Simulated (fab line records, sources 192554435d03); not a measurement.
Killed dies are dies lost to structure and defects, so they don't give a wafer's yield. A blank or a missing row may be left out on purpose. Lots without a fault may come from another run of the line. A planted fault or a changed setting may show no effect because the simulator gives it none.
Chamber matching | flow n5_finfet | N5_BEOL_M5_STRIP_36 on rie_diel-01: 4 sister chambers
The step strips in N2/H2. 14 wafers are shown with their chamber, then 7 later ones without.

WAFERS WITH THEIR CHAMBER
wafer  | chamber | showerhead_plenum_p_Torr (Torr) | drypump_motor_current_A (A) | throttle_valve_pct (%)
L078.2 | 1       | 2.47                            | 5.4                         | 22.8
L078.3 | 2       | 2.44                            | 5.3                         | 23.1
L078.5 | 3       | 2.57                            | 6.1                         | 23.5
L080.1 | 1       | 2.47                            | 5.4                         | 22.8
L080.3 | 2       | 2.44                            | 5.3                         | 23.0
L080.5 | 3       | 2.57                            | 6.0                         | 23.6
L082.2 | 1       | 2.47                            | 5.4                         | 22.8
L082.3 | 0       | 2.46                            | 5.5                         | 23.5
L082.4 | 3       | 2.56                            | 6.1                         | 23.5
L087.2 | 1       | 2.47                            | 5.4                         | 22.8
L087.5 | 3       | 2.56                            | 6.0                         | 23.6
L087.6 | 2       | 2.44                            | 5.3                         | 23.1
L091.2 | 2       | 2.44                            | 5.3                         | 23.1
L091.3 | 3       | 2.56                            | 6.0                         | 23.6

SIGNATURES (means of the wafers above)
reading                  | chamber 0 | chamber 1 | chamber 2 | chamber 3 | scatter within a chamber
showerhead_plenum_p_Torr | 2.4600    | 2.4700    | 2.4400    | 2.5640    | 0.00346
drypump_motor_current_A  | 5.500     | 5.400     | 5.300     | 6.040     | 0.0346
throttle_valve_pct       | 23.500    | 22.800    | 23.075    | 23.560    | 0.0442
Rule: a wafer's distance from a chamber is the root of the sum, over the readings, of the square of ((its reading less the chamber's mean) divided by the reading's scatter). The wafer belongs to the nearest chamber; if the next one is less than 2 further off, it can't be placed. The scatter: the root of (the sum of the squares of (reading less its chamber's mean) over the shown wafers, divided by (wafers less chambers)).

WAFERS WITHOUT THEIR CHAMBER
wafer  | showerhead_plenum_p_Torr (Torr) | drypump_motor_current_A (A) | throttle_valve_pct (%)
L091.5 | 2.45                            | 5.5                         | 23.5
L089.1 | 2.56                            | 6.1                         | 23.6
L089.4 | 2.43                            | 5.3                         | 23.1
L089.6 | 2.47                            | 5.4                         | 22.8
L090.3 | 2.43                            | 5.3                         | 23.1
L090.4 | 2.45                            | 5.5                         | 23.5
L090.6 | 2.43                            | 5.2                         | 23.1

WHICH CHAMBER EACH WENT THROUGH
wafer  | from the rows above | in truth
L091.5 | 0                   | 0
L089.1 | 3                   | 3
L089.4 | 2                   | 2
L089.6 | 1                   | 1
L090.3 | 2                   | 2
L090.4 | 0                   | 0
L090.6 | 2                   | 2
Placed correctly: 7 of 7. Can't be placed from these rows: 0. Placed wrongly: 0.
